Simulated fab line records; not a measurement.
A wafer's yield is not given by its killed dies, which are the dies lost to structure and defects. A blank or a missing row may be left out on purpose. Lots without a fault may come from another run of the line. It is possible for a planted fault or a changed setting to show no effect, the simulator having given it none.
Split-lot study / flow n5_finfet / route with 1938 steps; 7 lots, 21 wafers read

SPLIT DETAILS
At N5_DUMMY_GATE_COAT_35 (time 60 s, resist thk 10 nm), the setting spin_rpm was moved away from the recipe's 1500 rpm on 7 of the 21 wafers read, by +4.6% to +8.9%. All remaining wafers had this setting at the recipe value.

The reading is taken at the split's own step.

THE READING
SiARC_of_DUMMY_GATE_COAT_35.thk_nm (the simulator's own value, which no gauge read), in nm, at N5_DUMMY_GATE_COAT_35 (time 60 s, resist thk 10 nm). There is no usual value for it anywhere in the file.

wafer=L077.3; tool, chamber at the split=litho_track-02, 0; spin_rpm as run, rpm=1500; against the recipe=recipe; SiARC_of_DUMMY_GATE_COAT_35.thk_nm, nm=10; against lot-mates on the recipe=-
wafer=L077.5; tool, chamber at the split=litho_track-02, 0; spin_rpm as run, rpm=1500; against the recipe=recipe; SiARC_of_DUMMY_GATE_COAT_35.thk_nm, nm=10; against lot-mates on the recipe=-
wafer=L077.6; tool, chamber at the split=litho_track-02, 0; spin_rpm as run, rpm=1500; against the recipe=recipe; SiARC_of_DUMMY_GATE_COAT_35.thk_nm, nm=10; against lot-mates on the recipe=-
wafer=L079.1; tool, chamber at the split=litho_track-01, 0; spin_rpm as run, rpm=1500; against the recipe=recipe; SiARC_of_DUMMY_GATE_COAT_35.thk_nm, nm=10; against lot-mates on the recipe=-
wafer=L079.3; tool, chamber at the split=litho_track-01, 0; spin_rpm as run, rpm=1500; against the recipe=recipe; SiARC_of_DUMMY_GATE_COAT_35.thk_nm, nm=10; against lot-mates on the recipe=-
wafer=L079.4; tool, chamber at the split=litho_track-01, 0; spin_rpm as run, rpm=1500; against the recipe=recipe; SiARC_of_DUMMY_GATE_COAT_35.thk_nm, nm=10; against lot-mates on the recipe=-
wafer=L080.2; tool, chamber at the split=litho_track-05, 0; spin_rpm as run, rpm=1569; against the recipe=+4.6%; SiARC_of_DUMMY_GATE_COAT_35.thk_nm, nm=9.8; against lot-mates on the recipe=no lot-mate on the recipe
wafer=L080.5; tool, chamber at the split=litho_track-05, 0; spin_rpm as run, rpm=1569; against the recipe=+4.6%; SiARC_of_DUMMY_GATE_COAT_35.thk_nm, nm=9.8; against lot-mates on the recipe=no lot-mate on the recipe
wafer=L080.6; tool, chamber at the split=litho_track-05, 0; spin_rpm as run, rpm=1569; against the recipe=+4.6%; SiARC_of_DUMMY_GATE_COAT_35.thk_nm, nm=9.8; against lot-mates on the recipe=no lot-mate on the recipe
wafer=L081.1; tool, chamber at the split=litho_track-02, 0; spin_rpm as run, rpm=1500; against the recipe=recipe; SiARC_of_DUMMY_GATE_COAT_35.thk_nm, nm=10; against lot-mates on the recipe=-
wafer=L081.6; tool, chamber at the split=litho_track-02, 0; spin_rpm as run, rpm=1500; against the recipe=recipe; SiARC_of_DUMMY_GATE_COAT_35.thk_nm, nm=10; against lot-mates on the recipe=-
wafer=L081.5; tool, chamber at the split=litho_track-02, 0; spin_rpm as run, rpm=1582; against the recipe=+5.5%; SiARC_of_DUMMY_GATE_COAT_35.thk_nm, nm=9.8; against lot-mates on the recipe=-0.2
wafer=L085.1; tool, chamber at the split=litho_track-01, 0; spin_rpm as run, rpm=1500; against the recipe=recipe; SiARC_of_DUMMY_GATE_COAT_35.thk_nm, nm=10; against lot-mates on the recipe=-
wafer=L085.2; tool, chamber at the split=litho_track-01, 0; spin_rpm as run, rpm=1500; against the recipe=recipe; SiARC_of_DUMMY_GATE_COAT_35.thk_nm, nm=10; against lot-mates on the recipe=-
wafer=L085.5; tool, chamber at the split=litho_track-01, 0; spin_rpm as run, rpm=1500; against the recipe=recipe; SiARC_of_DUMMY_GATE_COAT_35.thk_nm, nm=10; against lot-mates on the recipe=-
wafer=L086.1; tool, chamber at the split=litho_track-02, 0; spin_rpm as run, rpm=1500; against the recipe=recipe; SiARC_of_DUMMY_GATE_COAT_35.thk_nm, nm=10; against lot-mates on the recipe=-
wafer=L086.5; tool, chamber at the split=litho_track-02, 0; spin_rpm as run, rpm=1500; against the recipe=recipe; SiARC_of_DUMMY_GATE_COAT_35.thk_nm, nm=10; against lot-mates on the recipe=-
wafer=L086.6; tool, chamber at the split=litho_track-02, 0; spin_rpm as run, rpm=1633; against the recipe=+8.9%; SiARC_of_DUMMY_GATE_COAT_35.thk_nm, nm=9.6; against lot-mates on the recipe=-0.4
wafer=L088.1; tool, chamber at the split=litho_track-05, 0; spin_rpm as run, rpm=1612; against the recipe=+7.5%; SiARC_of_DUMMY_GATE_COAT_35.thk_nm, nm=9.6; against lot-mates on the recipe=-0.4
wafer=L088.2; tool, chamber at the split=litho_track-05, 0; spin_rpm as run, rpm=1612; against the recipe=+7.5%; SiARC_of_DUMMY_GATE_COAT_35.thk_nm, nm=9.6; against lot-mates on the recipe=-0.4
wafer=L088.5; tool, chamber at the split=litho_track-05, 0; spin_rpm as run, rpm=1500; against the recipe=recipe; SiARC_of_DUMMY_GATE_COAT_35.thk_nm, nm=10; against lot-mates on the recipe=-

THE FIT
A straight line over all 21 wafers: SiARC_of_DUMMY_GATE_COAT_35.thk_nm changes by -0.0475 nm for each +1% of spin_rpm; r = -0.99; the points scatter about the line by 0.022 nm.
The same after taking each lot's own level away (the mean of its wafers on the recipe; 18 wafers): -0.0484 nm for each +1%; r = -0.99; scatter 0.022 nm.
That fit puts the effect of the largest move of spin_rpm on the reading at 0.43 nm.
The lots' own levels span 10.00 to 10.00 nm.
Consequently the slope shifts little with the lot-to-lot level, the two slopes agreeing.
Check: with one of the wafers moved furthest among these (+8.9%) left out of the fit, the line predicts -0.444 nm for it against its lot-mates. It came out at -0.4 nm against them.

OTHER SPLITS ON THESE WAFERS
Note: prior to the reading, these wafers also went through further splits. Each is held against what the fit with the lots' levels taken away leaves over:
other split on the same wafers=N5_ZERO_LAYER_PECVD_02 time_s; wafers away from the commonest value=9; r with SiARC_of_DUMMY_GATE_COAT_35.thk_nm (lot level and that fit taken away)=-0.08
other split on the same wafers=N5_ZERO_LAYER_COAT_05 spin_rpm; wafers away from the commonest value=6; r with SiARC_of_DUMMY_GATE_COAT_35.thk_nm (lot level and that fit taken away)=-0.30
other split on the same wafers=N5_WELL_APT_EXPOSE_22 dose_mj; wafers away from the commonest value=6; r with SiARC_of_DUMMY_GATE_COAT_35.thk_nm (lot level and that fit taken away)=+0.39
other split on the same wafers=N5_WELL_APT_PEB_23 peb_time_s; wafers away from the commonest value=5; r with SiARC_of_DUMMY_GATE_COAT_35.thk_nm (lot level and that fit taken away)=+0.00
other split on the same wafers=N5_FIN_SAQP_ETCH_65 time_s; wafers away from the commonest value=7; r with SiARC_of_DUMMY_GATE_COAT_35.thk_nm (lot level and that fit taken away)=-0.14

FILE'S OWN FIT
SiARC_of_DUMMY_GATE_COAT_35.thk_nm changes by -0.0464 nm for each +1% of spin_rpm, r = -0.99.
